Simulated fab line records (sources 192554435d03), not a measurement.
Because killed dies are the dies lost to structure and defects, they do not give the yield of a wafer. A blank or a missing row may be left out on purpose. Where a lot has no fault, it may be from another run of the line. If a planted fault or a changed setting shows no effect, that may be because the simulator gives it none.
A struck lot beside a sound one    flow n5Finfet    40 out of 1938 route steps
Sound: the wafers L257.2, L257.4, L257.5. Wafers struck: L260.3, L260.4, L260.5. Last of all comes the cause.
At each step with rows: each side's tool, then ch and its chambers, then its first start. Under that, the readings that differ: sound wafers    struck wafers    difference of the means    sigmas: that difference in standard deviations of wafers without a fault.
alike: words and numbers the same on both sides, and readings whose means are apart by under 2 such deviations; not compared: readings that were withheld, readings missing a value for some wafer, numbers with overlapping values and no deviation given by the record, and bounds like >300 which may hide the same value.
A row with sigmas, a row that says differs or no value, or rows on one side alone: a step with any of these is where the two part. When numbers do not overlap yet have no deviation, they are printed without sigmas and do not part them. Lack of a reading on every wafer of one side parts them only where that side has two or more wafers.

first, 12 steps without rows for these wafers: N5_SD_EPI_N_STRIP_36 (strips in N2/H2); N5_SD_EPI_N_ETCHBACK_44 (etches SiNx in CH3F/O2, stops on SiO2, target depth 14.5 nm); N5_SD_EPI_N_ETCH_45 (etches SiOCN in CH3F/O2, target depth 6 nm); N5_SD_EPI_N_ETCH_16 (etches SiO2 in CHF3/O2, target depth 5 nm); N5_SD_EPI_N_STRIP_47 (strips in CHF3/O2); N5_SD_EPI_N_SD_RECESS_17 (chemistry HBr/Cl2/O2, target depth 41 nm, time 23.7 s, bt time 3 s); N5_SD_EPI_N_STRIP_38 (strips in N2/H2); N5_SD_EPI_N_WET_ETCH_43 (etches SiO2 in dHF, time 14 s, target depth 1.5 nm); N5_SD_EPI_N_STRIP_18 (strips in SPM, time 750 s); N5_SD_EPI_N_SRD_20 (time 30 s); N5_SD_EPI_N_PRECLEAN_48 (cleans in NF3:NH3, afs cycles 2, time 20 s, sublimation time 60 s); N5_SD_EPI_N_VAPOR_ETCH_50 (etches Si in HCl, time 54 s).
N5_SD_EPI_N_EPI_21: deposits Si:P, time 690 s.
  sound on epiRpcvd-01 ch 0, day 7 09:47; struck on epiRpcvd-01 ch 0, day 8 04:45
  alike: susceptorTempC
then, 24 steps without rows for these wafers: N5_SD_EPI_N_PRECLEAN_24 (cleans in O3/DIW, time 60 s); N5_SD_EPI_N_SRD_25 (time 30 s); N5_SD_EPI_N_PRECLEAN_49 (cleans in NF3:NH3, afs cycles 1, time 20 s, sublimation time 60 s); N5_SD_EPI_N_LINER_46 (material SiNx, target thk 3 nm); N5_SD_EPI_P_COAT_34 (time 60 s, resist thk 350 nm); N5_SD_EPI_P_COAT_35 (time 60 s, resist thk 35 nm); N5_SD_EPI_P_COAT_03 (resist thk 150 nm); N5_SD_EPI_P_EBR_05; N5_SD_EPI_P_SOFTBAKE_04 (time 60 s); N5_SD_EPI_P_EXPOSE_06 (exposes mask SD P BLK, target cd 240 nm); N5_SD_EPI_P_PEB_07 (peb time 60 s); N5_SD_EPI_P_DEVELOP_08 (develop time 30 s); N5_SD_EPI_P_DESCUM_14 (chemistry O2, time 7.9 s); N5_SD_EPI_P_ETCH_36 (etches SiARC in CF4, target depth 45.5 nm, time 75.8 s); N5_SD_EPI_P_ETCH_37 (etches SOC in N2/H2, overetch 108 nm, time 486 s); N5_SD_EPI_P_STRIP_38 (strips in N2/H2); N5_SD_EPI_P_ETCHBACK_46 (etches SiNx in CH3F/O2, stops on SiO2, target depth 17.5 nm); N5_SD_EPI_P_ETCH_47 (etches SiOCN in CH3F/O2, target depth 25 nm); N5_SD_EPI_P_ETCH_16 (etches SiO2 in CHF3/O2, target depth 5 nm); N5_SD_EPI_P_STRIP_50 (strips in CHF3/O2); N5_SD_EPI_P_SD_RECESS_17 (chemistry HBr/Cl2/O2, target depth 39.1 nm, bt time 3 s); N5_SD_EPI_P_WET_ETCH_45 (etches SiO2 in dHF, time 10.7 s, target depth 2 nm, rinse time 30 s); N5_SD_EPI_P_STRIP_40 (strips in N2/H2); N5_SD_EPI_P_PRECLEAN_52 (cleans in O3/DIW, time 60 s).
N5_SD_ACTIVATION_RS_MEAS_03: measures by four-point-probe.
  sound: filmMetro-02 at day 7 16:27; struck: filmMetro-02 at day 8 13:14
reading           sound           struck          difference  sigmas
RS_SD_N (ohm/sq)  21.7 21.9 22.0  58.7 57.9 57.6  +36.2       +99 or more
  alike: RS_SD_P
-- here the record skips 5 days between the struck wafers' starts before and after, leaving off in module SD_ACTIVATION and picking up in module BEOL_M4 (first step shown: number 1111 of the route) --
N5_BEOL_M4_RC_MEAS_101:
  sound on prober-01 ch 0, day 12 10:20; struck on prober-01 ch 0, day 13 18:33
reading              sound              struck             difference  sigmas
DIBL_N (mV/V)        38.6 38.3 38.3     28.5 25.0 24.0     -12.6       -7
IOFF_N (nA/um)       0.22 0.21 0.22     0.06 0.04 0.04     -0.17       -5
IOFF_N_85C (nA/um)   4.3 4.1 4.2        1.3 1.0 0.9        -3.1        -6
IOFF_N_LIN (nA/um)   0.103 0.092 0.102  0.033 0.027 0.023  -0.071      -6
ION_N (uA/um)        702 681 700        530 529 516        -169        -15
RC_DENSE_N (ohm.um)  17.9 17.9 17.5     51.3 48.5 50.9     +32.5       +65
RC_N (ohm.um)        14.6 14.6 14.4     41.9 40.1 41.5     +26.6       +67
REXT_N (ohm.um)      71.6 72.7 72.9     169.2 168.9 169.5  +96.8       +54
RS_SD_N (ohm/sq)     28.2 28.4 28.6     72.0 70.9 71.1     +42.9       +99 or more
SS_N (mV/dec)        71.5 72.2 71.7     70.7 69.1 68.5     -2.4        -4
VT_N (mV)            243 244 244        271 270 276        +29         +9
VT_N_LVT (mV)        90 91 89           119 121 125        +32         +9
VT_P (mV)            -246 -246 -247     -252 -253 -256     -7          -2
  alike: DIBL_P, IOFF_P, ION_P, SS_P
-- record jumps: 5 days separate the struck wafers' starts on either side; left off in module BEOL_M4, taken up again in module PASSIVATION, whose first shown step is the route's number 1936 --
N5_PASSIVATION_PROBE_49:
  sound: prober-02 at day 16 23:14; struck: prober-02 at day 18 16:29
reading                 sound           struck             difference  sigmas
defectLimitedYield (%)  90.4 90.1 92.0  93.3 93.2 95.0     +3.0        +2
killedOpen              72 82 73        43 49 45           -30         -2
sort_bin_8_speed (%)    0 0 0           93.31 93.22 95.00  +93.84      +99 or more
sortNPass               1067 1063 1086  0 0 0              -1072       -60
sortYieldPct (%)        90.4 90.1 92.0  0 0 0              -91         -61
  alike: killed_at_M0_to_M3, killed_at_M4_up, killedAtContacts, killedAtFrontEnd, killedAtOther, killedDies, killedShort, sort_bin_5_function, sort_bin_6_memory

== WHERE THEY PART ==
First at N5_SD_ACTIVATION_RS_MEAS_03; last, within this record, at N5_PASSIVATION_PROBE_49.

WHY: what the simulator had put in
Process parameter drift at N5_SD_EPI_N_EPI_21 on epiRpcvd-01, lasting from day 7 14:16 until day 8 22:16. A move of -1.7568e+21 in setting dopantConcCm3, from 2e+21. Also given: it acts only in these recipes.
